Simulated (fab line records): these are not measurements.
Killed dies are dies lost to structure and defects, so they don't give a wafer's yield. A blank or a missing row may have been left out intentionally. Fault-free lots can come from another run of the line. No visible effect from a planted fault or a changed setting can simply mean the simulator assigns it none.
What tool caused it? / flow n5 finfet / 24 wafers from 9 lots sampled at 6 of the route's 1938 steps

## WHAT EACH GAUGE READ, for each wafer
N5_BEOL_M4_RC_MEAS_101. Usual: DIBL_N 36.9 mV/V, standard deviation 1.7; DIBL_P 36.7 mV/V, standard deviation 2.1; IOFF_N 0.17 nA/um, standard deviation 0.032; IOFF_P 0.22 nA/um, standard deviation 0.036; ION_N 674 uA/um, standard deviation 12; ION_P 461 uA/um, standard deviation 7; SS_N 71.7 mV/dec, standard deviation 0.6; SS_P 73.4 mV/dec, standard deviation 0.67; VT_N 249 mV, standard deviation 3.1; VT_P -250 mV, standard deviation 3.2.
lot=L288; measured=day 8 01:31; on=prober-01; DIBL_N (mV/V)=35.5 36.4 35.7; DIBL_P (mV/V)=35.5 36.6 34.9; IOFF_N (nA/um)=0.14 0.15 0.14; IOFF_P (nA/um)=0.18 0.20 0.18; ION_N (uA/um)=657 674 666; ION_P (uA/um)=448 464 456; SS_N (mV/dec)=71.7 71.3 70.9; SS_P (mV/dec)=72.8 73.2 73.1; VT_N (mV)=253 254 250; VT_P (mV)=-254 -251 -251; flag=
lot=L289; measured=day 9 00:19; on=prober-02; DIBL_N (mV/V)=37.7 36.5 36.5; DIBL_P (mV/V)=37.5 35.6 36.0; IOFF_N (nA/um)=0.18 0.16 0.16; IOFF_P (nA/um)=0.22 0.19 0.19; ION_N (uA/um)=674 666 676; ION_P (uA/um)=463 456 453; SS_N (mV/dec)=71.6 71.3 71.7; SS_P (mV/dec)=73.8 73.2 73.5; VT_N (mV)=250 250 250; VT_P (mV)=-249 -252 -252; flag=
lot=L295; measured=day 9 08:10; on=prober-01; DIBL_N (mV/V)=36.3 35.7 37.0; DIBL_P (mV/V)=36.9 35.5 37.6; IOFF_N (nA/um)=0.17 0.14 0.17; IOFF_P (nA/um)=0.23 0.21 0.25; ION_N (uA/um)=685 662 676; ION_P (uA/um)=471 460 467; SS_N (mV/dec)=71.0 71.5 71.1; SS_P (mV/dec)=73.6 73.7 72.9; VT_N (mV)=245 250 248; VT_P (mV)=-246 -250 -246; flag=
lot=L301; measured=day 11 10:17; on=prober-02; DIBL_N (mV/V)=37.8 36.9; DIBL_P (mV/V)=38.5 37.2; IOFF_N (nA/um)=0.19 0.17; IOFF_P (nA/um)=0.21 0.19; ION_N (uA/um)=682 686; ION_P (uA/um)=456 459; SS_N (mV/dec)=71.6 71.6; SS_P (mV/dec)=73.5 74.1; VT_N (mV)=246 250; VT_P (mV)=-252 -251; flag=
lot=L304; measured=day 11 13:10; on=prober-01; DIBL_N (mV/V)=37.6 36.9; DIBL_P (mV/V)=36.9 36.5; IOFF_N (nA/um)=0.18 0.15; IOFF_P (nA/um)=0.19 0.18; ION_N (uA/um)=671 660; ION_P (uA/um)=455 456; SS_N (mV/dec)=72.4 71.9; SS_P (mV/dec)=72.8 72.7; VT_N (mV)=248 252; VT_P (mV)=-251 -252; flag=
lot=L305; measured=day 12 07:14; on=prober-02; DIBL_N (mV/V)=35.0 32.8; DIBL_P (mV/V)=34.8 32.0; IOFF_N (nA/um)=0.13 0.11; IOFF_P (nA/um)=0.20 0.16; ION_N (uA/um)=654 660; ION_P (uA/um)=458 455; SS_N (mV/dec)=71.2 70.6; SS_P (mV/dec)=72.8 72.6; VT_N (mV)=252 253; VT_P (mV)=-252 -255; flag=
lot=L308; measured=day 13 01:27; on=prober-01; DIBL_N (mV/V)=35.4 37.0 35.2; DIBL_P (mV/V)=37.3 37.7 37.1; IOFF_N (nA/um)=0.16 0.17 0.15; IOFF_P (nA/um)=0.21 0.22 0.21; ION_N (uA/um)=681 682 682; ION_P (uA/um)=464 465 461; SS_N (mV/dec)=71.1 70.8 71.0; SS_P (mV/dec)=73.6 73.7 73.0; VT_N (mV)=248 248 250; VT_P (mV)=-250 -249 -249; flag=
lot=L309; measured=day 13 05:11; on=prober-02; DIBL_N (mV/V)=35.5 32.0 35.6; DIBL_P (mV/V)=34.9 30.8 34.9; IOFF_N (nA/um)=0.14 0.10 0.14; IOFF_P (nA/um)=0.19 0.14 0.20; ION_N (uA/um)=673 651 667; ION_P (uA/um)=462 452 462; SS_N (mV/dec)=72.0 69.8 71.3; SS_P (mV/dec)=73.8 72.5 73.7; VT_N (mV)=254 255 255; VT_P (mV)=-250 -255 -251; flag=
lot=L310; measured=day 13 07:12; on=prober-02; DIBL_N (mV/V)=37.5 38.9 35.0; DIBL_P (mV/V)=38.7 40.3 35.1; IOFF_N (nA/um)=0.20 0.23 0.14; IOFF_P (nA/um)=0.28 0.30 0.22; ION_N (uA/um)=681 696 660; ION_P (uA/um)=473 471 468; SS_N (mV/dec)=72.4 72.0 71.2; SS_P (mV/dec)=74.4 74.2 73.2; VT_N (mV)=244 245 251; VT_P (mV)=-247 -243 -249; flag=

## WHAT TOOL EACH LOT RAN ON (gives the tool, then ch and the chambers of the sampled wafers, and finally the start)
lot=L288; N5_FIN_SAQP_PECVD_48=pecvd-02 ch 0,1,2, day 1 21:01; N5_FIN_SAQP_DESCUM_21=rie diel-05 ch 0,2,3, day 1 21:38; N5_FIN_SAQP_SPACER1_ALD_24=ald sin-03 ch 1,2,3, day 1 23:41; N5_FIN_SAQP_ETCH_57=rie diel-05 ch 0,2,3, day 2 00:39; N5_FIN_SAQP_ETCH_67=rie diel-02 ch 0,1,2, day 2 01:23
lot=L289; N5_FIN_SAQP_PECVD_48=pecvd-04 ch 0,1, day 2 03:44; N5_FIN_SAQP_DESCUM_21=rie diel-04 ch 1,2,3, day 2 04:30; N5_FIN_SAQP_SPACER1_ALD_24=ald sin-02 ch 1,3, day 2 06:04; N5_FIN_SAQP_ETCH_57=rie diel-02 ch 0,2, day 2 07:02; N5_FIN_SAQP_ETCH_67=rie diel-04 ch 1,2, day 2 07:46
lot=L295; N5_FIN_SAQP_PECVD_48=pecvd-02 ch 0,2, day 3 15:54; N5_FIN_SAQP_DESCUM_21=rie diel-04 ch 0,1,2, day 3 17:35; N5_FIN_SAQP_SPACER1_ALD_24=ald sin-01 ch 0,1, day 3 18:54; N5_FIN_SAQP_ETCH_57=rie diel-05 ch 0,2, day 3 20:11; N5_FIN_SAQP_ETCH_67=rie diel-04 ch 2,3, day 3 21:08
lot=L301; N5_FIN_SAQP_PECVD_48=pecvd-02 ch 0,1, day 5 05:38; N5_FIN_SAQP_DESCUM_21=rie diel-02 ch 0,3, day 5 06:21; N5_FIN_SAQP_SPACER1_ALD_24=ald sin-01 ch 0,3, day 5 09:34; N5_FIN_SAQP_ETCH_57=rie diel-04 ch 2,3, day 5 10:17; N5_FIN_SAQP_ETCH_67=rie diel-02 ch 0,1, day 5 11:12
lot=L304; N5_FIN_SAQP_PECVD_48=pecvd-02 ch 0,2, day 5 21:34; N5_FIN_SAQP_DESCUM_21=rie diel-05 ch 0,2, day 5 22:29; N5_FIN_SAQP_SPACER1_ALD_24=ald sin-01 ch 0,2, day 5 23:35; N5_FIN_SAQP_ETCH_57=rie diel-02 ch 2,3, day 6 00:33; N5_FIN_SAQP_ETCH_67=rie diel-05 ch 0,1, day 6 01:17
lot=L305; N5_FIN_SAQP_PECVD_48=pecvd-02 ch 0,2, day 6 03:22; N5_FIN_SAQP_DESCUM_21=rie diel-02 ch 0,2, day 6 04:05; N5_FIN_SAQP_SPACER1_ALD_24=ald sin-03 ch 1,3, day 6 05:31; N5_FIN_SAQP_ETCH_57=rie diel-02 ch 0,1, day 6 06:28; N5_FIN_SAQP_ETCH_67=rie diel-04 ch 2,3, day 6 07:12
lot=L308; N5_FIN_SAQP_PECVD_48=pecvd-01 ch 0,1, day 6 21:32; N5_FIN_SAQP_DESCUM_21=rie diel-02 ch 0,3, day 6 22:09; N5_FIN_SAQP_SPACER1_ALD_24=ald sin-03 ch 1,2, day 6 23:19; N5_FIN_SAQP_ETCH_57=rie diel-02 ch 2,3, day 7 00:17; N5_FIN_SAQP_ETCH_67=rie diel-05 ch 0,1,2, day 7 01:01
lot=L309; N5_FIN_SAQP_PECVD_48=pecvd-04 ch 0,1,2, day 7 03:14; N5_FIN_SAQP_DESCUM_21=rie diel-02 ch 1,2, day 7 03:57; N5_FIN_SAQP_SPACER1_ALD_24=ald sin-03 ch 2,3, day 7 05:02; N5_FIN_SAQP_ETCH_57=rie diel-02 ch 1,2,3, day 7 06:07; N5_FIN_SAQP_ETCH_67=rie diel-04 ch 1,2,3, day 7 06:59
lot=L310; N5_FIN_SAQP_PECVD_48=pecvd-04 ch 0,2, day 7 08:46; N5_FIN_SAQP_DESCUM_21=rie diel-02 ch 1,2,3, day 7 09:28; N5_FIN_SAQP_SPACER1_ALD_24=ald sin-03 ch 1,2,3, day 7 10:35; N5_FIN_SAQP_ETCH_57=rie diel-05 ch 0,1,3, day 7 11:32; N5_FIN_SAQP_ETCH_67=rie diel-02 ch 0,1,2, day 7 12:16
- N5_FIN_SAQP_PECVD_48: deposits SiNx from SiH4/NH3/N2, target thk 25 nm, time 22.1 s.
- N5_FIN_SAQP_DESCUM_21: chemistry O2, time 7.9 s.
- N5_FIN_SAQP_SPACER1_ALD_24: deposits SiO2, target thk 20.3 nm, pulse time 1 s, purge time 2 s.
- N5_FIN_SAQP_ETCH_57: etches SiNx in CH3F/O2, target depth 32.5 nm, time 46.4 s.
- N5_FIN_SAQP_ETCH_67: etches SiNx in CH3F/O2, target depth 30 nm.

## WHAT THE TOOLS THEMSELVES READ (means of the sampled wafers that have a number; where no wafer has one, the mark that the record gives instead)
N5_FIN_SAQP_PECVD_48. Usual: heater power w 751 W, standard deviation 92; showerhead plenum p Torr 5.19 Torr, standard deviation 0.087; throttle valve pct 39.5 %, standard deviation 2.2.
lot=L288; tool=pecvd-02; heater power w (W)=811; showerhead plenum p Torr (Torr)=5.16; throttle valve pct (%)=40.0; flag=
lot=L289; tool=pecvd-04; heater power w (W)=730; showerhead plenum p Torr (Torr)=5.27; throttle valve pct (%)=39.3; flag=
lot=L295; tool=pecvd-02; heater power w (W)=915; showerhead plenum p Torr (Torr)=5.12; throttle valve pct (%)=39.7; flag=
lot=L301; tool=pecvd-02; heater power w (W)=748; showerhead plenum p Torr (Torr)=5.19; throttle valve pct (%)=41.0; flag=
lot=L304; tool=pecvd-02; heater power w (W)=834; showerhead plenum p Torr (Torr)=5.14; throttle valve pct (%)=40.5; flag=
lot=L305; tool=pecvd-02; heater power w (W)=903; showerhead plenum p Torr (Torr)=5.13; throttle valve pct (%)=40.8; flag=
lot=L308; tool=pecvd-01; heater power w (W)=709; showerhead plenum p Torr (Torr)=5.19; throttle valve pct (%)=41.6; flag=
lot=L309; tool=pecvd-04; heater power w (W)=679; showerhead plenum p Torr (Torr)=5.19; throttle valve pct (%)=38.0; flag=
lot=L310; tool=pecvd-04; heater power w (W)=671; showerhead plenum p Torr (Torr)=5.14; throttle valve pct (%)=36.6; flag=

N5_FIN_SAQP_DESCUM_21. Usual: drypump motor current A 5.5 A, standard deviation 0.36; oes product au 0.79 a.u., standard deviation 0.096; rf vpp V 243.2 V, standard deviation 1.5; showerhead plenum p Torr 2.08 Torr, standard deviation 0.082; throttle valve pct 20.34 %, standard deviation 0.14.
lot=L288; tool=rie diel-05; drypump motor current A (A)=5.5; oes product au (a.u.)=0.79; rf vpp V (V)=243.9; showerhead plenum p Torr (Torr)=2.10; throttle valve pct (%)=20.24; flag=
lot=L289; tool=rie diel-04; drypump motor current A (A)=5.3; oes product au (a.u.)=0.73; rf vpp V (V)=243.3; showerhead plenum p Torr (Torr)=2.08; throttle valve pct (%)=20.46; flag=
lot=L295; tool=rie diel-04; drypump motor current A (A)=5.3; oes product au (a.u.)=0.82; rf vpp V (V)=242.4; showerhead plenum p Torr (Torr)=2.07; throttle valve pct (%)=20.40; flag=
lot=L301; tool=rie diel-02; drypump motor current A (A)=5.6; oes product au (a.u.)=0.84; rf vpp V (V)=242.6; showerhead plenum p Torr (Torr)=2.06; throttle valve pct (%)=20.30; flag=
lot=L304; tool=rie diel-05; drypump motor current A (A)=5.5; oes product au (a.u.)=0.78; rf vpp V (V)=243.9; showerhead plenum p Torr (Torr)=2.16; throttle valve pct (%)=20.18; flag=
lot=L305; tool=rie diel-02; drypump motor current A (A)=5.8; oes product au (a.u.)=0.72; rf vpp V (V)=242.5; showerhead plenum p Torr (Torr)=2.08; throttle valve pct (%)=20.41; flag=
lot=L308; tool=rie diel-02; drypump motor current A (A)=5.6; oes product au (a.u.)=0.79; rf vpp V (V)=242.0; showerhead plenum p Torr (Torr)=2.04; throttle valve pct (%)=20.34; flag=
lot=L309; tool=rie diel-02; drypump motor current A (A)=5.6; oes product au (a.u.)=0.79; rf vpp V (V)=244.4; showerhead plenum p Torr (Torr)=2.16; throttle valve pct (%)=20.37; flag=
lot=L310; tool=rie diel-02; drypump motor current A (A)=5.4; oes product au (a.u.)=0.84; rf vpp V (V)=243.9; showerhead plenum p Torr (Torr)=2.14; throttle valve pct (%)=20.30; flag=

N5_FIN_SAQP_SPACER1_ALD_24. Usual: heater power w 490 W, standard deviation 41; precursor pulse height rel 1.000, standard deviation 0.022.
lot=L288; tool=ald sin-03; heater power w (W)=498; precursor pulse height rel=1.010; flag=
lot=L289; tool=ald sin-02; heater power w (W)=439; precursor pulse height rel=0.976; flag=
lot=L295; tool=ald sin-01; heater power w (W)=457; precursor pulse height rel=1.016; flag=
lot=L301; tool=ald sin-01; heater power w (W)=450; precursor pulse height rel=0.994; flag=
lot=L304; tool=ald sin-01; heater power w (W)=502; precursor pulse height rel=0.964; flag=
lot=L305; tool=ald sin-03; heater power w (W)=508; precursor pulse height rel=0.985; flag=
lot=L308; tool=ald sin-03; heater power w (W)=507; precursor pulse height rel=1.014; flag=
lot=L309; tool=ald sin-03; heater power w (W)=497; precursor pulse height rel=1.001; flag=
lot=L310; tool=ald sin-03; heater power w (W)=502; precursor pulse height rel=1.025; flag=

N5_FIN_SAQP_ETCH_57. Usual: bias w is 72.98 W with standard deviation 0.22, drypump motor current A is 5.5 A with standard deviation 0.36, etch rf on time s is 46.4 s with standard deviation 0.95, oes product au is 0.67 a.u. with standard deviation 0.072, rf vpp V is 297 V with standard deviation 4.1, showerhead plenum p Torr is 2.00 Torr with standard deviation 0.078, and throttle valve pct is 16.30 % with standard deviation 0.2.
lot=L288; tool=rie diel-05; bias w (W)=72.98; drypump motor current A (A)=5.5; etch rf on time s (s)=46.6; oes product au (a.u.)=0.67; rf vpp V (V)=297; showerhead plenum p Torr (Torr)=2.00; throttle valve pct (%)=16.17; flag=
lot=L289; tool=rie diel-02; bias w (W)=73.10; drypump motor current A (A)=5.8; etch rf on time s (s)=45.8; oes product au (a.u.)=0.64; rf vpp V (V)=294; showerhead plenum p Torr (Torr)=2.04; throttle valve pct (%)=16.42; flag=
lot=L295; tool=rie diel-05; bias w (W)=73.05; drypump motor current A (A)=5.6; etch rf on time s (s)=47.3; oes product au (a.u.)=0.67; rf vpp V (V)=298; showerhead plenum p Torr (Torr)=2.06; throttle valve pct (%)=16.08; flag=
lot=L301; tool=rie diel-04; bias w (W)=72.92; drypump motor current A (A)=5.2; etch rf on time s (s)=58.6; oes product au (a.u.)=0.71; rf vpp V (V)=304; showerhead plenum p Torr (Torr)=1.93; throttle valve pct (%)=16.20; flag=OFF
lot=L304; tool=rie diel-02; bias w (W)=72.86; drypump motor current A (A)=5.7; etch rf on time s (s)=56.7; oes product au (a.u.)=0.71; rf vpp V (V)=294; showerhead plenum p Torr (Torr)=2.06; throttle valve pct (%)=16.32; flag=OFF
lot=L305; tool=rie diel-02; bias w (W)=72.92; drypump motor current A (A)=5.2; etch rf on time s (s)=57.9; oes product au (a.u.)=0.70; rf vpp V (V)=296; showerhead plenum p Torr (Torr)=1.98; throttle valve pct (%)=16.21; flag=OFF
lot=L308; tool=rie diel-02; bias w (W)=73.09; drypump motor current A (A)=5.8; etch rf on time s (s)=45.4; oes product au (a.u.)=0.68; rf vpp V (V)=293; showerhead plenum p Torr (Torr)=2.06; throttle valve pct (%)=16.39; flag=
lot=L309; tool=rie diel-02; bias w (W)=73.09; drypump motor current A (A)=5.4; etch rf on time s (s)=45.7; oes product au (a.u.)=0.72; rf vpp V (V)=293; showerhead plenum p Torr (Torr)=2.05; throttle valve pct (%)=16.25; flag=
lot=L310; tool=rie diel-05; bias w (W)=72.77; drypump motor current A (A)=5.4; etch rf on time s (s)=47.0; oes product au (a.u.)=0.70; rf vpp V (V)=299; showerhead plenum p Torr (Torr)=2.02; throttle valve pct (%)=16.17; flag=

N5_FIN_SAQP_ETCH_67. Usual: bias w 72.99 W, standard deviation 0.2; drypump motor current A 5.4 A, standard deviation 0.38; oes product au 0.78 a.u., standard deviation 0.09; rf vpp V 297 V, standard deviation 4.2; showerhead plenum p Torr 1.99 Torr, standard deviation 0.074; throttle valve pct 16.32 %, standard deviation 0.23.
lot=L288; tool=rie diel-02; bias w (W)=72.98; drypump motor current A (A)=5.5; oes product au (a.u.)=0.73; rf vpp V (V)=295; showerhead plenum p Torr (Torr)=2.03; throttle valve pct (%)=16.42; flag=
lot=L289; tool=rie diel-04; bias w (W)=73.09; drypump motor current A (A)=5.1; oes product au (a.u.)=0.73; rf vpp V (V)=298; showerhead plenum p Torr (Torr)=2.05; throttle valve pct (%)=16.55; flag=
lot=L295; tool=rie diel-04; bias w (W)=72.72; drypump motor current A (A)=5.1; oes product au (a.u.)=0.89; rf vpp V (V)=304; showerhead plenum p Torr (Torr)=1.94; throttle valve pct (%)=16.17; flag=
lot=L301; tool=rie diel-02; bias w (W)=73.19; drypump motor current A (A)=5.3; oes product au (a.u.)=0.82; rf vpp V (V)=297; showerhead plenum p Torr (Torr)=1.99; throttle valve pct (%)=16.23; flag=
lot=L304; tool=rie diel-05; bias w (W)=73.01; drypump motor current A (A)=5.2; oes product au (a.u.)=0.78; rf vpp V (V)=298; showerhead plenum p Torr (Torr)=1.96; throttle valve pct (%)=16.18; flag=
lot=L305; tool=rie diel-04; bias w (W)=72.67; drypump motor current A (A)=5.2; oes product au (a.u.)=0.81; rf vpp V (V)=303; showerhead plenum p Torr (Torr)=1.93; throttle valve pct (%)=16.23; flag=
lot=L308; tool=rie diel-05; bias w (W)=72.99; drypump motor current A (A)=5.5; oes product au (a.u.)=0.76; rf vpp V (V)=298; showerhead plenum p Torr (Torr)=2.00; throttle valve pct (%)=16.22; flag=
lot=L309; tool=rie diel-04; bias w (W)=72.98; drypump motor current A (A)=5.2; oes product au (a.u.)=0.77; rf vpp V (V)=300; showerhead plenum p Torr (Torr)=1.98; throttle valve pct (%)=16.38; flag=
lot=L310; tool=rie diel-02; bias w (W)=73.17; drypump motor current A (A)=5.5; oes product au (a.u.)=0.77; rf vpp V (V)=294; showerhead plenum p Torr (Torr)=2.01; throttle valve pct (%)=16.36; flag=

## THE ANSWER, worked out from the rows above alone
Rule: lot off if the mean of its wafers having a number is beyond 3 standard deviations from the usual mean. A lot without any number at a reading at which 4 lots or more have one is off too. All remaining lots with rows at the step are treated as sound. First the gauges in route order, then the tools' own readings, where a lot's mean is used as printed above. At the first step where some lot is off, the reading lying furthest off is the one used; lots without a number count as furthest.
Off: L301, L304, L305 (N5_FIN_SAQP_ETCH_57, etch rf on time s).
A tool fits if, at that step or a process step before it, it ran every lot that is off, and no sound lot after the first of them. One candidate fits, namely pecvd-02 at N5_FIN_SAQP_PECVD_48. Its last sound lot is L295 (day 3 15:54), its first lot that is off L301 (day 5 05:38): a fault that began between those two fits.

## WHAT THE SIMULATOR HAD INSERTED
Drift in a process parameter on pecvd-02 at N5_FIN_SAQP_PECVD_48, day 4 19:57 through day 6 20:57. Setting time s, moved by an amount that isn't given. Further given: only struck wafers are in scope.
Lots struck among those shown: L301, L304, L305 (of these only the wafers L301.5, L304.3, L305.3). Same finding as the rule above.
